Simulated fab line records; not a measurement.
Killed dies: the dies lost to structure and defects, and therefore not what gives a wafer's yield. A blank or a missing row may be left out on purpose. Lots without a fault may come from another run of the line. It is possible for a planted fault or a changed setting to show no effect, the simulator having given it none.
Comparing a struck lot with a sound one + flow nand_harc + 14 out of 1302 route steps
Sound: the wafers L766.2, L766.4, L766.5. The struck wafers were L778.2, L778.4, L778.6. The cause is given at the end.
Per side, at each step with rows, come the tool, then ch with its chambers, and then its first start. Under that, the readings that differ: sound wafers + struck wafers + difference of the means + sigmas: that difference in standard deviations of wafers without a fault.
alike: readings whose means differ by less than 2 such deviations, and words and numbers that are the same on both sides. not compared: withheld readings, readings that some wafer has no value for, bounds like >300 that may hide the same value, and numbers for which the record gives no deviation and whose values overlap.
A row with sigmas, a row that says differs or no value, or rows on one side alone: a step with any of these is where the two part. When numbers do not overlap yet have no deviation, they are printed without sigmas and do not part them. A reading that every wafer of one side lacks parts them only if that side has two wafers or more.

NHARC_A_BONDPAD_CD_MEAS_09: target cd 500 nm.
  sound on cd_sem-03 ch 0, day 23 14:53; struck on cd_sem-02 ch 0, day 28 06:52
  alike: cd_nm
NHARC_A_BONDPAD_OVL_MEAS_35:
  sound on overlay-02 at day 23 14:58; struck on overlay-01 at day 28 06:57
| reading           | sound    | struck | difference | sigmas |
|-------------------|----------|--------|------------|--------|
| overlay_y_nm (nm) | -9 -9 -8 | 4 5 4  | +13        | +2     |
  alike: overlay_x_nm
then, 2 steps without rows for these wafers: NHARC_A_BONDPAD_HARDBAKE_10 (time 65 s); NHARC_A_BONDPAD_DESCUM_11 (chemistry O2, time 3 s).
NHARC_A_BONDPAD_ETCH_34: etches the open film in N2/H2, target depth 60 nm, overetch 18 nm, time 65.91 s.
  sound on rie_diel-05 ch 0,3, day 23 15:11; struck on rie_diel-05 ch 0,2, day 28 07:10
  alike: drypump_motor_current_A, oes_product_au, rf_vpp_V, showerhead_plenum_p_Torr, throttle_valve_pct
  not compared: rf_hours_counter_h
NHARC_A_BONDPAD_ETCH_12: etches the open film in CHF3/O2, target depth 220 nm, time 110 s.
  sound: rie_diel-05 ch 0,1,3; struck: rie_diel-05 ch 1,3
  alike: drypump_motor_current_A, oes_product_au, rf_vpp_V, showerhead_plenum_p_Torr, throttle_valve_pct
  not compared: rf_hours_counter_h
NHARC_A_BONDPAD_CD_MEAS_13:
  sound on cd_sem-01 at day 23 15:25; struck on cd_sem-03 at day 28 07:23
  alike: cd_nm
NHARC_A_BONDPAD_STRIP_15: strips in O2.
  sound on rie_diel-05 ch 0,1, day 23 15:30; struck on rie_diel-05 ch 2,3, day 28 07:28
| reading                         | sound          | struck         | difference | sigmas |
|---------------------------------|----------------|----------------|------------|--------|
| showerhead_plenum_p_Torr (Torr) | 3.46 3.32 3.32 | 3.75 3.61 3.75 | +0.34      | +2     |
  alike: drypump_motor_current_A, oes_product_au, rf_vpp_V, throttle_valve_pct
  not compared: rf_hours_counter_h
then, 2 steps without rows for these wafers: NHARC_A_BONDPAD_ETCH_24 (etches the open film in CF4/N2, target depth 30 nm, time 72.99 s); NHARC_A_BONDPAD_STRIP_16 (strips in post etch residue remover, time 600 s).
NHARC_A_BONDPAD_DEGAS_25: time 60 s.
  sound on pvd_sputter-03 at day 23 16:02; struck on pvd_sputter-03 at day 28 08:01
  alike: heater_power_w
then, 1 step without rows for these wafers: NHARC_A_BONDPAD_PRE_CLEAN_26 (time 30 s).
NHARC_A_BONDPAD_PVD_17: deposits TaN, target thk 5 nm, time 8.06 s.
  sound on pvd_sputter-03 at day 23 16:10; struck on pvd_sputter-03 at day 28 08:08
  no value came back on the struck wafers for bias_v (V), cathode_dc_power_W (W), throttle_valve_pct (%); on the sound wafers bias_v (V) reads 168.9 166.9 167.4
NHARC_A_BONDPAD_PVD_27: deposits Cu, target thk 30 nm, time 20.49 s.
  sound on pvd_sputter-03; struck on pvd_sputter-03
  alike: cathode_dc_power_W, chamber_pressure_pa, throttle_valve_pct

== WHERE THEY PART ==
Last at NHARC_A_BONDPAD_PVD_17 as far as this record goes, first at NHARC_A_BONDPAD_OVL_MEAS_35. Later steps at which nothing parts them and some readings are alike: NHARC_A_BONDPAD_PVD_27.

WHY: whatever the simulator had introduced
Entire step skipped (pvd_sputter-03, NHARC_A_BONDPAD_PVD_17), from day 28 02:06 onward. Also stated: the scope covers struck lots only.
